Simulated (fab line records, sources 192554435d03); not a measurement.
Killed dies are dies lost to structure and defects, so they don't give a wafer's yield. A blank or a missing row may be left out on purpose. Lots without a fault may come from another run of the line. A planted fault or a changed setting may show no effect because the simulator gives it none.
A struck lot beside a sound one | flow n5_finfet | 36 steps out of a route of 1938
Sound: wafers L797.1, L797.3, L797.5. Struck: wafers L805.2, L805.4, L805.6. The cause comes at the end.
At each step with rows: each side's tool, then ch and its chambers, then its first start. Under that, the readings that differ: sound wafers | struck wafers | difference of the means | sigmas: that difference in standard deviations of wafers without a fault.
alike: readings whose means differ by less than 2 such deviations, and words and numbers that are the same on both sides. not compared: withheld readings, readings that some wafer has no value for, bounds like >300 that may hide the same value, and numbers for which the record gives no deviation and whose values overlap.
The two part at a step that has a row with sigmas, a row that says differs or no value, or rows on one side only. Numbers that don't overlap but have no deviation are shown without sigmas and don't part them. A reading that every wafer of one side lacks parts them only if that side has two wafers or more.

first, 9 steps without rows for these wafers: N5_BEOL_M4_ANNEAL_95 (time 240 s); N5_BEOL_M4_SPUTTER_96 (material Cu, target thk 4.5 nm, time 8.29 s); N5_BEOL_M4_ECD_50 (material Cu, target thk 300 nm); N5_BEOL_M4_ANNEAL_51 (time 90 s); N5_BEOL_M4_CMP_52 (polishes, stops on SiOC, t overpolish 6.8 s, target thk 40 nm); N5_BEOL_M4_PRE_CLEAN_60 (time 15 s); N5_BEOL_M4_CO_CAP_55 (material Co, precursor CCTBA/H2, target thk 2 nm, time 102.1 s); N5_BEOL_M4_PRE_CLEAN_56 (time 15 s); N5_BEOL_M4_DEP_57 (deposits SiCN from 3MS/NH3, target thk 8 nm, time 14 s).
N5_BEOL_M4_RC_MEAS_101:
  sound on prober-01 ch 0, day 9 10:09; struck on prober-01 ch 0, day 11 09:19
  alike: DIBL_N, DIBL_P, IOFF_N, IOFF_P, ION_N, ION_P, SS_N, SS_P, VT_N, VT_P
then, 24 steps without rows for these wafers: N5_BEOL_M5_ILD_DEP_00 (deposits SiCOH lowk from DEMS/porogen, target thk 140.64 nm, time 25.9 s); N5_BEOL_M5_CURE_79 (cures SiCOH lowk, time 240 s); N5_BEOL_M5_PECVD_70 (deposits SiO2 from TEOS/O2, target thk 16 nm, time 18 s); N5_BEOL_M5_HM_DEP_02 (deposits TiN, target thk 20 nm); N5_BEOL_M5_COAT_59 (time 60 s, resist thk 60 nm); N5_BEOL_M5_COAT_60 (time 60 s, resist thk 12 nm); N5_BEOL_M5_COAT_71 (time 60 s, resist thk 5 nm); N5_BEOL_M5_COAT_05 (resist thk 30 nm); N5_BEOL_M5_EBR_07; N5_BEOL_M5_SOFTBAKE_06 (time 60 s); N5_BEOL_M5_EXPOSE_08 (exposes mask M5, target cd 28 nm); N5_BEOL_M5_PEB_09 (peb time 60 s); N5_BEOL_M5_DEVELOP_10 (develop time 30 s); N5_BEOL_M5_DESCUM_16 (chemistry O2, time 7 s); N5_BEOL_M5_ETCH_72 (etches underlayer in N2/H2, target depth 6.5 nm, time 5.2 s); N5_BEOL_M5_ETCH_61 (etches SiARC in CF4, target depth 15.6 nm, time 26 s); N5_BEOL_M5_ETCH_62 (etches SOC in N2/H2, target depth 75 nm, overetch 15 nm, time 112.5 s); N5_BEOL_M5_STRIP_63 (strips in N2/H2); N5_BEOL_M5_STRIP_73 (strips in N2/H2); N5_BEOL_M5_STRIP_64 (strips in CF4); N5_BEOL_M5_HM_OPEN_17 (chemistry Cl2/BCl3, target TiN, target depth 20 nm, overetch 6 nm); N5_BEOL_M5_STRIP_19 (strips in O2); N5_BEOL_M5_COAT_65 (time 60 s, resist thk 60 nm); N5_BEOL_M5_COAT_66 (time 60 s, resist thk 12 nm).
-- the record jumps here: 4 days lie between the struck wafers' starts before and after (it left off in module BEOL_M5 and takes up again in module MIM_TOP, whose first step shown is number 1838 of the route) --
N5_MIM_TOP_SPUTTER_03: material TiN, target thk 35 nm, time 89.7 s.
  sound on pvd_sputter-01, day 13 09:30; struck on pvd_sputter-01, day 15 12:17
  no value came back on the struck wafers for cathode_dc_power_W (W), chamber_pressure_pa (Pa), throttle_valve_pct (%); on the sound wafers cathode_dc_power_W (W) reads 2999.9 2999.6 3000.0
N5_PASSIVATION_PROBE_49:
  the record has rows for the struck wafers here (prober-02, day 16 01:58) and none for the sound ones

WHERE THEY PART
First at N5_MIM_TOP_SPUTTER_03; last, within this record, at N5_PASSIVATION_PROBE_49.

WHY: what the simulator had put in
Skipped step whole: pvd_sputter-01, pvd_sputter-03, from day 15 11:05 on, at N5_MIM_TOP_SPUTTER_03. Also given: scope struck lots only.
